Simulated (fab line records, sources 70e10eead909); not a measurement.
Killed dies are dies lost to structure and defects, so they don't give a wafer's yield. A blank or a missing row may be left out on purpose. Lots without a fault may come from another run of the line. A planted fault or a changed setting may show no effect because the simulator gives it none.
fab line records | flow nand_harc
record lots=23 wafers=69 last_day=25
route steps=1159 shown A_CHANNEL_FILL_D1@517 A_STAIRCASE@533
lots that met no fault: from a run of the same line without faults
start_h: hours from the record's first day to the start of the lot's first wafer shown | wait_h: hours since the lot's step before | " the same as in the row above | L1.1+2: a row that stands for several wafers | - no value, or no start given | * or withheld: withheld | < > ~ a bound
route shown NAME@n: a module of which the file shows steps, and the number in the route of the first | usual: mean/standard deviation of fault-free wafers | same: alike in all rows | chamber/n: place in a boat | sites: the reading at each site | _std_site: their standard deviation | _edge_site: outer sites' mean less inner sites' | radius_mm: how far each site lies from the wafer's centre | mask NAME#n: copy n | behind: the tool/chamber that last shaped the wafer | hold: why the lot was held/for how many hours/how that ended | device: the transistor (n, p or np) that didn't switch | end of line: the same wafers' tests at the end of the route | a step without rows: its recipe alone | killed: dies lost to structure and defects at the first sort, not the wafer's yield | map: a wafer's dies, x killed, . not, _ none there
set.NAME: the setting as run; set.NAME@STEP: as run at that earlier step | model.NAME: the simulator's own value behind a step, which no gauge read
steps of the route over a sample of lots; a table a step, a row a wafer
services: from which hour (start_h, from the record's first day; less than 0 if before it) a tool's chamber was out of use, for how many hours, and why
## steps
# step NHARC_A_CHANNEL_FILL_D1_RTA_24
# recipe temp_c=1000 time_s=5
# usual lamp_power_pct=28/3.3 wafer_temp_C_max=1003.8/1.2
# columns lot.wafer tool chamber start_h wait_h lamp_power_pct wafer_temp_C_max
L075.3 rtp_anneal-02 0 237.42 0.1 31 1003.7
L075.5 " 0 " " 31 1004.2
L075.6 " 0 " " 31 1002.7
L074.3 rtp_anneal-02 0 237.59 0.3 31 1002.8
L074.4 " 0 " " 31 1002.8
L074.6 " 0 " " 31 1002.1
L077.2 rtp_anneal-02 0 240.47 0.1 31 1004.4
L077.3 " 0 " " 31 1002.4
L077.4 " 0 " " 31 1002.8
L076.1 rtp_anneal-01 0 247.18 0.0 25 1005.3
L076.2 " 0 " " 25 1005.2
L076.5 " 0 " " 25 1004.8
L078.2 rtp_anneal-01 0 249.77 0.1 25 1004.2
L078.4 " 0 " " 25 1005.1
L078.5 " 0 " " 25 1005.0
L080.1 rtp_anneal-01 0 274.37 0.0 25 1004.6
L080.2 " 0 " " 25 1004.3
L080.3 " 0 " " 25 1004.3
L082.1 rtp_anneal-02 0 283.19 0.0 31 1002.1
L082.3 " 0 " " 31 1002.4
L082.6 " 0 " " 31 1003.0
L081.1 rtp_anneal-02 0 283.36 0.2 31 1002.3
L081.3 " 0 " " 31 1002.3
L081.6 " 0 " " 31 1002.3
L084.1 rtp_anneal-02 0 288.49 0.0 31 1003.1
L084.4 " 0 " " 31 1003.5
L084.5 " 0 " " 31 1002.2
L083.2 rtp_anneal-01 0 288.52 0.1 25 1004.9
L083.4 " 0 " " 25 1005.5
L083.6 " 0 " " 25 1004.5
L089.2 rtp_anneal-01 0 307.42 0.5 25 1005.3
L089.3 " 0 " " 25 1005.0
L089.6 " 0 " " 25 1005.1
L085.1 rtp_anneal-01 0 307.57 0.6 25 1004.8
L085.2 " 0 " " 25 1004.7
L085.4 " 0 " " 25 1005.2
L086.1 rtp_anneal-02 0 312.00 0.2 31 1002.6
L086.3 " 0 " " 31 1002.6
L086.5 " 0 " " 31 1002.5
L087.3 rtp_anneal-01 0 315.42 0.1 25 1005.3
L087.5 " 0 " " 25 1006.6
L087.6 " 0 " " 25 1003.6
L088.1 rtp_anneal-02 0 319.29 0.0 31 1002.8
L088.3 " 0 " " 31 1003.0
L088.5 " 0 " " 31 1004.1
L090.1 rtp_anneal-02 0 328.51 0.0 31 1004.2
L090.2 " 0 " " 31 1003.5
L090.6 " 0 " " 31 1003.8
L091.2 rtp_anneal-02 0 333.40 0.1 31 1003.2
L091.3 " 0 " " 31 1003.9
L091.4 " 0 " " 31 1003.1
L094.1 rtp_anneal-01 0 341.24 0.0 25 1005.5
L094.2 " 0 " " 25 1004.5
L094.3 " 0 " " 25 1005.0
L092.4 rtp_anneal-02 0 341.32 0.1 31 1003.7
L092.5 " 0 " " 31 1002.8
L092.6 " 0 " " 31 1003.0
L093.3 rtp_anneal-01 0 347.95 0.1 25 1004.4
L093.4 " 0 " " 25 1005.4
L093.5 " 0 " " 25 1005.3
L095.2 rtp_anneal-01 0 352.30 0.1 25 1007.6
L095.4 " 0 " " 25 1007.1
L095.6 " 0 " " 25 1004.2
L096.2 rtp_anneal-02 0 352.30 0.1 31 1003.6
L096.3 " 0 " " 31 1004.0
L096.4 " 0 " " 31 1002.6
L097.2 rtp_anneal-02 0 375.93 0.1 31 1002.6
L097.3 " 0 " " 31 1003.2
L097.6 " 0 " " 31 1003.4
# step NHARC_A_STAIRCASE_STRIP_171
# recipe power_w=1500 temp_c=250 chemistry=O2
# usual drypump_motor_current_A=5.60/0.26 heater_power_w=344/46 rf_refl_power_W=21.2/2.4
# columns lot.wafer tool chamber start_h wait_h drypump_motor_current_A heater_power_w rf_hours_counter_h rf_refl_power_W
L075.3 plasma_asher-02 1 239.10 - 6.02 307 - -
L075.6 " 1 " " 6.01 312 - -
L075.5 " 0 " " 5.34 384 - -
L074.4 plasma_asher-01 0 239.42 - 5.73 398 - 23.5
L074.3 " 1 " " 5.38 300 - 18.7
L074.6 " 1 " " 5.40 300 - 19.5
L077.2 plasma_asher-01 1 242.43 - 5.36 292 49 -
L077.3 " 0 " " 5.74 400 - -
L077.4 " 1 " " 5.37 296 - -
L076.1 plasma_asher-01 1 248.73 - 5.40 290 52 19.7
L076.2 " 0 " " 5.69 388 52 24.7
L076.5 " 0 " " 5.74 396 - 23.8
L078.2 plasma_asher-01 1 251.99 - 5.35 296 53 -
L078.4 " 0 " " 5.80 400 - -
L078.5 " 0 " " 5.76 403 - -
L080.1 plasma_asher-01 0 275.91 - 5.71 395 60 24.4
L080.2 " 1 " " 5.37 293 60 17.8
L080.3 " 1 " " 5.35 290 - 19.8
L082.1 plasma_asher-02 1 284.82 - 6.01 306 32 22.9
L082.3 " 0 " " 5.35 393 - 18.2
L082.6 " 1 " " 5.99 311 - 22.8
L081.1 plasma_asher-02 0 285.05 - 5.35 396 33 18.8
L081.3 " 0 " " 5.34 393 - 18.6
L081.6 " 0 " " 5.35 393 - 18.2
L084.1 plasma_asher-01 1 290.21 - 5.39 292 2 19.4
L084.4 " 0 " " 5.77 376 - 23.7
L084.5 " 0 " " 5.78 389 - 23.1
L083.2 plasma_asher-02 0 290.22 - 5.34 383 35 18.7
L083.4 " 0 " " 5.34 391 - 18.8
L083.6 " 1 " " 6.01 312 - 23.1
L089.2 plasma_asher-02 1 309.08 - 6.01 314 42 22.8
L089.3 " 0 " " 5.35 389 - 18.4
L089.6 " 0 " " 5.34 388 - 18.5
L085.2 plasma_asher-02 0 309.50 - 5.35 388 42 18.0
L085.1 " 1 " " 6.02 317 42 23.4
L085.4 " 1 " " 6.01 312 - 23.1
L086.1 plasma_asher-02 0 313.67 - 5.35 384 43 18.6
L086.3 " 0 " " 5.35 398 - 18.0
L086.5 " 1 " " 6.02 308 - 23.0
L087.3 plasma_asher-01 0 317.37 - 5.78 386 - 24.4
L087.6 " 1 " " 5.42 288 - 19.5
L087.5 " 0 " " 5.77 381 - 23.5
L088.1 plasma_asher-01 1 321.10 - 5.38 283 13 19.0
L088.3 " 1 " " 5.41 290 - 19.7
L088.5 " 0 " " 5.75 375 - 24.3
L090.1 plasma_asher-01 1 330.07 - 5.36 289 18 -
L090.2 " 0 " " 5.73 376 18 -
L090.6 " 0 " " 5.74 381 - -
L091.2 plasma_asher-02 1 334.99 - 6.02 313 51 23.1
L091.3 " 0 " " 5.33 399 - 17.3
L091.4 " 1 " " 6.03 309 - 22.9
L092.4 plasma_asher-01 1 344.90 - 5.37 288 - 18.8
L092.5 " 0 " " 5.73 388 - 23.9
L092.6 " 1 " " 5.40 288 - 19.0
L094.2 plasma_asher-02 1 346.32 - 6.01 318 55 22.9
L094.1 " 0 " " 5.33 381 55 17.9
L094.3 " 1 " " 6.00 317 - 23.1
L093.3 plasma_asher-01 1 349.88 - 5.36 292 - -
L093.4 " 0 " " 5.74 385 - -
L093.5 " 1 " " 5.37 297 - -
L095.2 plasma_asher-01 1 354.03 - 5.35 292 25 19.8
L095.4 " 1 " " 5.40 285 - 19.5
L095.6 " 1 " " 5.35 292 - 19.8
L096.2 plasma_asher-01 0 354.32 - 5.72 388 26 -
L096.4 " 1 " " 5.38 285 - -
L096.3 " 0 " " 5.73 377 - -
L097.2 plasma_asher-01 0 377.79 - 5.72 385 36 24.0
L097.3 " 1 " " 5.30 286 - 19.1
L097.6 " 0 " " 5.76 386 - 23.6
# step NHARC_A_STAIRCASE_ETCH_27
# recipe target_depth_a=1000 time_s=40.5 ion_energy_ev=400 c4f8_flow_sccm=20 o2_flow_sccm=10 ar_flow_sccm=withheld rf_w=600 bias_w=1000 chemistry=C4F8/O2
# usual chamber_pressure_mTorr=24.996/0.022 oes_product_au=0.944/0.017 rf_vpp_V=897/5.4
# columns lot.wafer tool chamber start_h wait_h chamber_pressure_mTorr oes_product_au rf_hours_counter_h rf_vpp_V
L074.3 rie_diel-03 3 - - 24.959 0.943 5 896
L074.4 " 1 " " 24.973 0.944 4 893
L074.6 " 0 " " 24.991 0.941 - 900
L075.3 rie_diel-08 1 - - 24.997 0.947 43 893
L075.6 " 0 " " 24.983 0.964 - 897
L075.5 " 1 " " 24.985 0.958 - 891
L077.3 rie_diel-01 1 - - 24.990 0.944 34 905
L077.2 " 2 " " 24.977 0.924 33 903
L077.4 " 0 " " 25.026 0.957 34 886
L076.1 rie_diel-01 3 - - 25.050 0.932 32 901
L076.2 " 0 " " 24.995 0.924 37 887
L076.5 " 3 " " 25.006 0.918 - 900
L078.4 rie_diel-08 0 - - 25.010 0.959 46 897
L078.2 " 3 " " 25.002 0.949 44 889
L078.5 " 1 " " 24.999 0.946 - 892
L080.2 rie_diel-08 2 - - 25.018 0.939 55 898
L080.3 " 0 " " 24.965 0.971 54 895
L080.1 " 1 " " 24.977 0.949 56 893
L082.3 rie_diel-01 2 - - 25.019 0.924 48 905
L082.1 " 3 " " 25.014 0.947 42 901
L082.6 " 2 " " 24.989 0.930 - 902
L081.3 rie_diel-08 0 - - 24.976 0.974 57 897
L081.1 " 1 " " 24.961 0.964 59 893
L081.6 " 3 " " 24.993 0.967 - 890
L084.1 rie_diel-08 3 - - 24.995 0.977 57 890
L084.4 " 2 " " 25.020 0.954 60 898
L084.5 " 3 " " 24.993 0.986 - 890
L083.4 rie_diel-01 1 - - 25.004 0.940 49 906
L083.2 " 2 " " 25.014 0.933 50 902
L083.6 " 0 " " 24.988 0.944 - 886
L089.3 rie_diel-01 0 - - 25.060 0.944 56 886
L089.2 " 1 " " 24.987 0.928 57 903
L089.6 " 3 " " 24.988 0.932 - 902
L085.4 rie_diel-03 1 - - 24.992 0.933 33 893
L085.2 " 2 " " 24.970 0.948 32 900
L085.1 " 3 " " 25.026 0.929 33 894
L086.1 rie_diel-03 1 - - 25.012 0.948 35 891
L086.3 " 3 " " 25.001 0.942 36 894
L086.5 " 1 " " 25.047 0.942 - 892
L087.3 rie_diel-08 0 - - 25.001 0.969 5 896
L087.5 " 0 " " 24.997 0.974 - 896
L087.6 " 1 " " 24.984 0.949 - 892
L088.3 rie_diel-08 1 - - 24.999 0.929 8 892
L088.1 " 2 " " 24.988 0.946 7 898
L088.5 " 0 " " 24.979 0.956 - 895
L090.1 rie_diel-08 0 - - 25.022 0.966 10 896
L090.2 " 1 " " 25.024 0.947 10 892
L090.6 " 1 " " 25.042 0.931 - 891
L091.3 rie_diel-08 2 - - 25.002 0.947 12 898
L091.4 " 3 " " 24.976 0.975 11 890
L091.2 " 0 " " 24.998 0.965 11 897
L092.4 rie_diel-01 2 - - 25.000 0.913 4 903
L092.6 " 1 " " 24.964 0.939 - 904
L092.5 " 2 " " 25.033 0.924 - 901
L094.1 rie_diel-03 3 - - 24.963 0.940 45 895
L094.3 " 0 " " 24.987 0.945 45 899
L094.2 " 1 " " 24.980 0.941 44 894
L093.3 rie_diel-08 0 - - 25.001 0.959 16 895
L093.4 " 3 " " 24.996 0.968 15 889
L093.5 " 1 " " 25.026 0.931 - 892
L095.2 rie_diel-01 0 - - 25.014 0.914 9 905
L095.4 " 2 " " 25.002 0.903 9 902
L095.6 " 0 " " 25.012 0.929 - 905
L096.4 rie_diel-01 0 - - 24.981 0.925 10 904
L096.3 " 2 " " 25.035 0.918 9 901
L096.2 " 3 " " 24.953 0.929 9 899
L097.2 rie_diel-01 2 - - 24.994 0.928 15 902
L097.3 " 3 " " 24.998 0.920 16 901
L097.6 " 1 " " 25.009 0.942 - 905
# step NHARC_A_STAIRCASE_TRIM_220
# recipe time_s=211.2 o2_flow_sccm=500 ar_flow_sccm=0 bias_w=0 chemistry=O2
# usual chamber_pressure_mTorr=60.00/0.058 drypump_motor_current_A=5.9/0.43 oes_product_au=1.006/0.015 rf_vpp_V=57.8/0.88 showerhead_plenum_p_Torr=3.53/0.13 throttle_valve_pct=17.037/0.0087
# columns lot.wafer tool chamber start_h wait_h chamber_pressure_mTorr drypump_motor_current_A oes_product_au rf_hours_counter_h rf_vpp_V showerhead_plenum_p_Torr throttle_valve_pct
L074.4 rie_diel-08 0 248.68 0.1 59.88 6.2 1.014 42 57.0 3.54 17.027
L074.3 " 2 " " 60.02 6.3 1.009 43 56.3 3.59 17.032
L074.6 " 3 " " 60.00 6.5 1.030 - 57.5 3.38 17.036
L075.3 rie_diel-08 1 249.11 0.1 60.00 6.0 1.020 45 58.1 3.43 17.021
L075.6 " 3 " " 60.01 6.5 1.030 - 57.8 3.38 17.034
L075.5 " 0 " " 60.03 6.2 1.020 - 57.9 3.54 17.029
L077.3 rie_diel-03 0 251.48 0.1 59.99 5.7 1.004 8 58.4 3.61 17.030
L077.2 " 1 " " 59.90 5.7 1.002 7 56.5 3.44 17.039
L077.4 " 2 " " 60.08 5.5 1.020 8 58.8 3.62 17.034
L076.1 rie_diel-08 2 259.66 0.1 60.00 6.3 0.992 49 56.8 3.59 17.049
L076.2 " 3 " " 60.01 6.5 1.020 46 59.2 3.38 17.040
L076.5 " 2 " " 60.11 6.3 0.996 - 58.6 3.59 17.029
L078.4 rie_diel-08 3 262.08 0.1 59.89 6.5 1.023 47 58.6 3.38 17.034
L078.2 " 1 " " 60.10 6.0 1.012 51 58.0 3.43 17.040
L078.5 " 2 " " 59.92 6.3 0.992 - 58.6 3.59 17.035
L080.3 rie_diel-08 2 285.33 0.1 60.12 6.2 1.013 56 58.4 3.59 17.031
L080.1 " 0 " " 60.09 6.2 1.031 55 57.5 3.53 17.030
L080.2 " 1 " " 59.93 6.1 1.014 57 57.7 3.43 17.052
L082.3 rie_diel-03 1 294.55 0.1 59.94 5.7 0.997 24 58.7 3.43 17.037
L082.1 " 3 " " 59.90 5.6 0.975 23 58.6 3.49 17.041
L082.6 " 2 " " 60.12 5.5 1.004 - 58.7 3.61 17.036
L081.3 rie_diel-01 2 294.94 0.1 60.10 6.3 0.981 50 57.2 3.72 17.031
L081.1 " 3 " " 59.98 5.0 1.010 45 57.9 3.68 17.053
L081.6 " 3 " " 60.01 5.0 0.984 - 58.7 3.68 17.049
L084.1 rie_diel-08 2 300.17 0.1 59.97 6.3 1.013 62 57.9 3.58 17.030
L084.4 " 3 " " 60.02 6.5 1.028 60 57.3 3.37 17.048
L084.5 " 3 " " 59.98 6.5 1.032 - 59.2 3.37 17.048
L083.2 rie_diel-01 0 300.19 0.1 59.95 5.8 1.002 51 57.0 3.27 17.042
L083.4 " 1 " " 59.97 5.2 0.988 51 57.6 3.78 17.031
L083.6 " 1 " " 59.95 5.2 0.984 - 60.6 3.78 17.035
L089.3 rie_diel-03 1 320.25 0.1 59.97 5.7 0.998 35 57.9 3.43 17.015
L089.2 " 3 " " 60.03 5.6 0.990 36 58.2 3.48 17.043
L089.6 " 1 " " 59.94 5.6 1.000 - 57.7 3.43 17.031
L085.2 rie_diel-08 1 321.12 0.1 59.94 6.0 0.997 6 58.7 3.42 17.030
L085.4 " 2 " " 60.00 6.2 1.022 5 58.7 3.58 17.025
L085.1 " 0 " " 59.98 6.2 1.007 5 58.3 3.53 17.033
L086.3 rie_diel-03 3 324.65 0.1 59.97 5.6 0.998 37 56.8 3.48 17.036
L086.1 " 0 " " 60.00 5.7 1.011 38 58.1 3.59 17.031
L086.5 " 3 " " 59.96 5.6 1.000 - 57.9 3.48 17.055
L087.3 rie_diel-08 2 326.99 0.1 60.04 6.2 1.023 8 58.4 3.58 17.031
L087.6 " 3 " " 60.02 6.5 1.041 - 56.6 3.36 17.028
L087.5 " 0 " " 60.09 6.2 1.024 - 55.9 3.52 17.032
L088.3 rie_diel-03 3 330.31 0.1 60.10 5.6 0.988 39 57.0 3.48 17.033
L088.1 " 2 " " 59.96 5.5 1.017 38 57.4 3.61 17.041
L088.5 " 0 " " 60.01 5.7 1.003 - 57.4 3.59 17.045
L090.2 rie_diel-03 2 339.39 0.1 60.04 5.5 1.010 41 57.6 3.60 17.037
L090.1 " 0 " " 59.95 5.7 1.004 43 56.9 3.59 17.043
L090.6 " 2 " " 60.04 5.5 1.010 - 57.6 3.61 17.042
L091.4 rie_diel-03 2 344.43 0.1 60.01 5.5 0.999 42 59.5 3.61 17.031
L091.3 " 0 " " 59.97 5.7 1.006 43 56.4 3.59 17.034
L091.2 " 1 " " 60.00 5.6 0.983 42 57.7 3.42 17.032
L092.4 rie_diel-03 1 353.74 0.2 59.98 5.7 0.991 45 57.8 3.42 17.035
L092.6 " 2 " " 59.93 5.5 1.019 - 57.8 3.60 17.052
L092.5 " 3 " " 59.99 5.6 0.998 - 56.0 3.48 17.047
L094.1 rie_diel-08 1 355.71 0.1 60.02 6.0 1.001 18 57.9 3.41 17.035
L094.2 " 2 " " 60.09 6.2 1.017 18 59.2 3.57 17.035
L094.3 " 0 " " 59.91 6.2 1.031 16 57.8 3.52 17.050
L093.4 rie_diel-08 3 361.92 0.1 59.95 6.5 1.022 21 57.2 3.36 17.032
L093.3 " 1 " " 60.05 6.0 0.999 21 57.0 3.41 17.019
L093.5 " 3 " " 60.08 6.5 1.021 - 57.9 3.36 17.035
L095.2 rie_diel-03 2 365.99 0.1 59.95 5.5 1.023 49 58.2 3.60 17.049
L095.4 " 0 " " 60.07 5.7 1.009 53 57.1 3.58 17.023
L095.6 " 2 " " 60.05 5.5 1.013 - 57.7 3.60 17.038
L096.3 rie_diel-01 2 366.63 0.1 60.02 6.3 0.971 11 57.0 3.71 17.049
L096.4 " 3 " " 59.97 5.0 0.981 11 59.1 3.66 17.035
L096.2 " 1 " " 60.07 5.2 0.986 11 59.0 3.77 17.049
L097.3 rie_diel-01 1 388.98 0.2 60.02 5.2 0.999 18 58.0 3.76 17.033
L097.2 " 2 " " 60.01 6.4 0.978 18 58.7 3.70 17.043
L097.6 " 3 " " 60.09 5.1 0.992 - 57.9 3.66 17.038
# step NHARC_A_STAIRCASE_ETCH_227
# recipe target_depth_a=1000 time_s=40.5 ion_energy_ev=400 c4f8_flow_sccm=20 o2_flow_sccm=10 ar_flow_sccm=withheld rf_w=600 bias_w=1000 chemistry=C4F8/O2
# usual chamber_pressure_mTorr=24.999/0.025 oes_product_au=0.946/0.016 rf_vpp_V=896/4.5
# columns lot.wafer tool chamber start_h wait_h chamber_pressure_mTorr oes_product_au rf_hours_counter_h rf_vpp_V
L074.3 rie_diel-08 3 - - 24.987 0.973 41 891
L074.4 " 0 " " 24.994 0.971 43 897
L074.6 " 2 " " 25.000 0.937 - 899
L075.3 rie_diel-08 3 - - 24.989 0.963 41 889
L075.6 " 3 " " 24.984 0.964 - 891
L075.5 " 0 " " 24.966 0.958 - 896
L077.2 rie_diel-03 2 - - 24.992 0.966 8 899
L077.3 " 3 " " 24.990 0.939 9 895
L077.4 " 0 " " 25.000 0.938 9 899
L076.2 rie_diel-08 0 - - 25.037 0.958 48 899
L076.1 " 1 " " 25.012 0.953 51 892
L076.5 " 0 " " 24.964 0.972 - 896
L078.4 rie_diel-08 1 - - 24.953 0.950 52 893
L078.2 " 0 " " 24.960 0.952 49 895
L078.5 " 2 " " 24.971 0.948 - 899
L080.1 rie_diel-08 1 - - 24.969 0.963 59 892
L080.2 " 2 " " 25.026 0.942 57 899
L080.3 " 0 " " 24.968 0.985 57 896
L082.1 rie_diel-03 0 - - 24.996 0.948 24 897
L082.3 " 1 " " 25.003 0.924 25 892
L082.6 " 1 " " 25.020 0.941 - 893
L081.1 rie_diel-01 1 - - 24.944 0.929 50 906
L081.3 " 2 " " 24.989 0.919 50 902
L081.6 " 0 " " 25.014 0.935 - 887
L084.4 rie_diel-08 3 - - 25.019 0.961 60 890
L084.1 " 0 " " 24.996 0.960 62 895
L084.5 " 1 " " 25.030 0.942 - 891
L083.2 rie_diel-01 0 - - 25.008 0.939 52 886
L083.4 " 1 " " 24.994 0.933 52 905
L083.6 " 3 " " 25.006 0.940 - 901
L089.3 rie_diel-03 3 - - 24.981 0.945 37 894
L089.2 " 0 " " 24.976 0.942 37 899
L089.6 " 3 " " 24.986 0.946 - 895
L085.2 rie_diel-08 3 - - 24.972 0.978 5 891
L085.1 " 1 " " 25.004 0.935 6 892
L085.4 " 2 " " 25.011 0.947 6 898
L086.1 rie_diel-03 1 - - 24.999 0.932 37 891
L086.3 " 3 " " 24.973 0.936 38 895
L086.5 " 2 " " 25.004 0.951 - 900
L087.3 rie_diel-08 0 - - 25.025 0.955 8 897
L087.5 " 1 " " 24.978 0.945 - 893
L087.6 " 2 " " 24.982 0.972 - 898
L088.3 rie_diel-03 1 - - 24.985 0.940 39 893
L088.1 " 2 " " 24.960 0.968 38 898
L088.5 " 1 " " 24.960 0.923 - 893
L090.2 rie_diel-03 2 - - 24.999 0.965 41 899
L090.1 " 3 " " 25.018 0.942 42 894
L090.6 " 2 " " 25.053 0.959 - 900
L091.2 rie_diel-03 1 - - 24.987 0.936 43 891
L091.4 " 3 " " 25.050 0.925 43 893
L091.3 " 0 " " 24.992 0.942 44 899
L092.4 rie_diel-03 0 - - 24.994 0.952 47 899
L092.6 " 2 " " 24.995 0.962 - 899
L092.5 " 3 " " 25.052 0.946 - 895
L094.1 rie_diel-08 1 - - 24.991 0.914 20 892
L094.2 " 2 " " 25.001 0.934 21 899
L094.3 " 3 " " 25.005 0.948 20 889
L093.3 rie_diel-08 0 - - 25.006 0.965 21 896
L093.4 " 3 " " 24.998 0.985 21 890
L093.5 " 0 " " 25.031 0.960 - 895
L095.2 rie_diel-03 3 - - 24.997 0.949 53 894
L095.4 " 1 " " 25.022 0.952 50 892
L095.6 " 3 " " 24.999 0.939 - 894
L096.4 rie_diel-01 0 - - 25.023 0.945 12 906
L096.2 " 1 " " 24.984 0.952 12 904
L096.3 " 2 " " 25.034 0.934 11 901
L097.3 rie_diel-01 0 - - 24.994 0.933 19 905
L097.2 " 2 " " 25.003 0.913 19 901
L097.6 " 0 " " 24.967 0.934 - 904
# step NHARC_A_STAIRCASE_TRIM_235
# recipe time_s=211.2 o2_flow_sccm=500 ar_flow_sccm=0 bias_w=0 chemistry=O2
# usual chamber_pressure_mTorr=60.00/0.053 drypump_motor_current_A=6.0/0.41 oes_product_au=1.006/0.015 rf_vpp_V=57.8/0.92 showerhead_plenum_p_Torr=3.54/0.13 throttle_valve_pct=17.037/0.0087
# columns lot.wafer tool chamber start_h wait_h chamber_pressure_mTorr drypump_motor_current_A oes_product_au rf_hours_counter_h rf_vpp_V showerhead_plenum_p_Torr throttle_valve_pct
L074.3 rie_diel-01 1 - - 60.03 5.2 0.982 35 58.2 3.79 17.052
L074.4 " 2 " " 60.15 6.3 0.982 35 58.9 3.73 17.056
L074.6 " 2 " " 60.01 6.4 0.978 - 58.1 3.73 17.043
L075.3 rie_diel-08 0 - - 59.98 6.2 1.020 44 58.5 3.54 17.024
L075.6 " 0 " " 59.88 6.2 1.023 - 57.3 3.54 17.029
L075.5 " 1 " " 59.99 6.0 1.010 - 57.7 3.43 17.046
L077.2 rie_diel-08 1 - - 59.93 6.0 1.012 47 57.8 3.43 17.035
L077.4 " 3 " " 60.13 6.5 1.022 43 57.6 3.38 17.047
L077.3 " 0 " " 59.98 6.2 1.023 45 58.6 3.54 17.043
L076.2 rie_diel-08 2 - - 59.83 6.3 0.996 50 58.9 3.59 17.039
L076.1 " 1 " " 59.98 6.0 1.004 51 56.0 3.43 17.054
L076.5 " 2 " " 59.97 6.3 0.992 - 59.3 3.59 17.040
L078.2 rie_diel-08 2 - - 59.99 6.2 0.991 51 58.0 3.59 17.050
L078.4 " 1 " " 59.98 6.0 1.002 52 56.8 3.43 17.035
L078.5 " 2 " " 60.00 6.2 1.002 - 55.8 3.59 17.041
L080.2 rie_diel-03 3 - - 60.01 5.6 0.985 21 59.4 3.49 17.044
L080.3 " 0 " " 59.95 5.7 1.008 21 58.7 3.60 17.040
L080.1 " 2 " " 59.95 5.5 1.008 20 59.2 3.62 17.036
L082.3 rie_diel-03 1 - - 60.03 5.7 0.992 25 56.8 3.43 17.038
L082.1 " 0 " " 60.00 5.7 1.005 25 58.1 3.60 17.040
L082.6 " 1 " " 60.08 5.7 0.986 - 55.9 3.43 17.049
L081.1 rie_diel-03 1 - - 59.99 5.7 0.998 25 58.3 3.43 17.031
L081.3 " 3 " " 60.04 5.6 0.979 25 58.7 3.49 17.042
L081.6 " 2 " " 59.99 5.5 1.004 - 56.8 3.61 17.031
L084.4 rie_diel-03 3 - - 59.99 5.6 0.991 27 57.8 3.49 17.037
L084.1 " 0 " " 60.00 5.7 1.005 28 57.1 3.60 17.045
L084.5 " 0 " " 59.95 5.7 1.015 - 56.8 3.60 17.034
L083.2 rie_diel-01 1 - - 60.05 5.2 0.983 52 59.2 3.78 17.037
L083.4 " 3 " " 60.05 5.0 0.995 49 58.6 3.67 17.039
L083.6 " 1 " " 59.95 5.2 0.989 - 59.5 3.78 17.035
L089.3 rie_diel-08 2 - - 59.97 6.3 1.010 6 57.6 3.58 17.035
L089.2 " 0 " " 59.97 6.2 1.015 5 56.5 3.52 17.046
L089.6 " 2 " " 59.99 6.3 1.010 - 57.6 3.58 17.028
L085.1 rie_diel-08 1 - - 60.10 6.0 1.005 7 58.9 3.42 17.046
L085.4 " 2 " " 60.01 6.3 1.022 6 59.9 3.58 17.046
L085.2 " 0 " " 60.07 6.2 1.022 6 58.1 3.52 17.029
L086.1 rie_diel-08 0 - - 59.87 6.2 1.013 7 58.1 3.52 17.041
L086.3 " 1 " " 59.91 6.1 0.988 8 57.4 3.42 17.028
L086.5 " 3 " " 60.07 6.5 1.029 - 57.7 3.37 17.047
L087.3 rie_diel-03 3 - - 59.98 5.6 0.998 39 56.5 3.48 17.026
L087.6 " 2 " " 59.94 5.5 1.013 - 58.1 3.61 17.033
L087.5 " 3 " " 60.00 5.6 0.995 - 56.7 3.48 17.046
L088.3 rie_diel-08 3 - - 60.03 6.5 1.031 9 56.8 3.36 17.034
L088.1 " 0 " " 60.01 6.2 1.015 9 57.5 3.52 17.055
L088.5 " 2 " " 60.05 6.3 1.023 - 57.6 3.58 17.047
L090.1 rie_diel-01 1 - - 59.97 5.2 0.998 2 56.6 3.77 17.050
L090.2 " 3 " " 60.06 5.1 0.985 2 57.4 3.67 17.033
L090.6 " 1 " " 59.95 5.2 1.009 - 59.7 3.77 17.028
L091.3 rie_diel-03 1 - - 59.96 5.7 0.999 43 59.0 3.42 17.045
L091.4 " 3 " " 60.08 5.6 0.995 44 55.7 3.48 17.035
L091.2 " 0 " " 60.13 5.7 1.004 44 56.4 3.59 17.043
L092.4 rie_diel-08 2 - - 59.98 6.3 1.019 18 58.6 3.57 17.054
L092.6 " 3 " " 60.02 6.5 1.036 - 56.1 3.36 17.022
L092.5 " 0 " " 60.01 6.2 1.041 - 57.6 3.52 17.058
L094.2 rie_diel-08 2 - - 60.04 6.3 1.015 21 57.3 3.57 17.040
L094.3 " 3 " " 60.01 6.5 1.036 21 56.9 3.36 17.045
L094.1 " 0 " " 59.96 6.2 1.017 20 57.4 3.52 17.049
L093.4 rie_diel-01 1 - - 59.99 5.2 1.003 11 58.8 3.77 17.037
L093.3 " 2 " " 59.95 6.3 0.988 11 58.2 3.71 17.043
L093.5 " 1 " " 60.06 5.2 0.996 - 58.7 3.76 17.036
L095.2 rie_diel-08 1 - - 59.95 6.0 1.009 23 58.0 3.41 17.049
L095.4 " 2 " " 59.97 6.3 1.008 23 58.3 3.57 17.035
L095.6 " 2 " " 59.98 6.3 1.012 - 58.1 3.57 17.041
L096.4 rie_diel-01 2 - - 59.98 6.3 0.980 12 57.6 3.71 17.034
L096.3 " 3 " " 59.98 5.1 1.002 12 58.5 3.66 17.038
L096.2 " 0 " " 60.00 5.9 0.990 12 58.2 3.80 17.029
L097.2 rie_diel-08 1 - - 60.06 6.0 1.000 29 58.4 3.41 17.035
L097.3 " 3 " " 60.03 6.5 1.023 29 57.0 3.35 17.050
L097.6 " 1 " " 60.05 6.0 1.006 - 57.9 3.41 17.025
## services
# columns tool chamber start_h hours kind
rie_diel-03 - 215.35 9.0 pm
rie_diel-01 3 215.88 9.7 repair
plasma_asher-01 - 215.93 5.4 repair
rie_diel-08 0 232.27 - clean
rie_diel-08 1 232.27 - clean
rie_diel-08 2 232.27 - clean
rie_diel-08 3 232.27 - clean
rie_diel-08 0 256.77 - clean
rie_diel-08 1 256.77 - clean
rie_diel-08 2 256.77 - clean
rie_diel-08 3 256.77 - clean
rie_diel-01 0 264.34 4.4 repair
rie_diel-08 3 265.31 3.5 repair
plasma_asher-01 - 277.00 9.0 pm
rie_diel-08 0 281.27 - clean
rie_diel-08 1 281.27 - clean
rie_diel-08 2 281.27 - clean
rie_diel-08 3 281.27 - clean
rtp_anneal-02 - 300.00 12.0 pm
rie_diel-08 - 301.80 9.0 pm
rie_diel-08 0 301.80 9.0 vent_cycle
rie_diel-08 1 301.80 9.0 vent_cycle
rie_diel-01 - 323.45 9.0 pm
plasma_asher-02 - 360.72 9.0 pm
## key
fault none
